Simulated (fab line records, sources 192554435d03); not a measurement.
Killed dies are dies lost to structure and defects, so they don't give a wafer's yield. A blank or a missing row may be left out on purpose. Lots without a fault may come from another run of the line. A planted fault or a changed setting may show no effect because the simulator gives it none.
Chamber matching | flow n5_finfet | N5_BEOL_M4_PECVD_72 on pecvd-03: 3 sister chambers
The step deposits SiO2 from TEOS/O2, target thk 16 nm, time 18 s. 3 wafers are shown with their chamber, then 7 later ones without.

WAFERS WITH THEIR CHAMBER
wafer  | chamber | throttle_valve_pct (%)
L085.3 | 1       | 23.5
L089.2 | 2       | 21.5
L089.5 | 0       | 24.1

WAFERS WITHOUT THEIR CHAMBER
wafer  | throttle_valve_pct (%)
L089.6 | 21.3
L095.3 | 23.3
L095.5 | 23.4
L095.6 | 21.6
L094.1 | 23.5
L094.5 | 23.8
L094.6 | 21.4

WHICH CHAMBER EACH WENT THROUGH
wafer  | from the rows above     | in truth
L089.6 | 2                       | 2
L095.3 | 1                       | 1
L095.5 | 1                       | 1
L095.6 | 2                       | 2
L094.1 | 1                       | 1
L094.5 | can't be placed: 0 or 1 | 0
L094.6 | 2                       | 2
Placed correctly: 6 of 7. Can't be placed from these rows: 1 (the true chamber is among the candidates in 1). Placed wrongly: 0.
How it was worked out, from the rows above alone: a wafer's distance from a chamber is the root of the sum, over the readings, of the square of ((its reading less the chamber's mean) divided by the reading's scatter). The wafer belongs to the nearest chamber; if the next one is less than 2 further off, it can't be placed. A chamber's mean is the mean of its shown wafers. The scatter: with one shown wafer a chamber, the root of the mean of the squares of how far each hidden wafer lies from its nearest shown one.
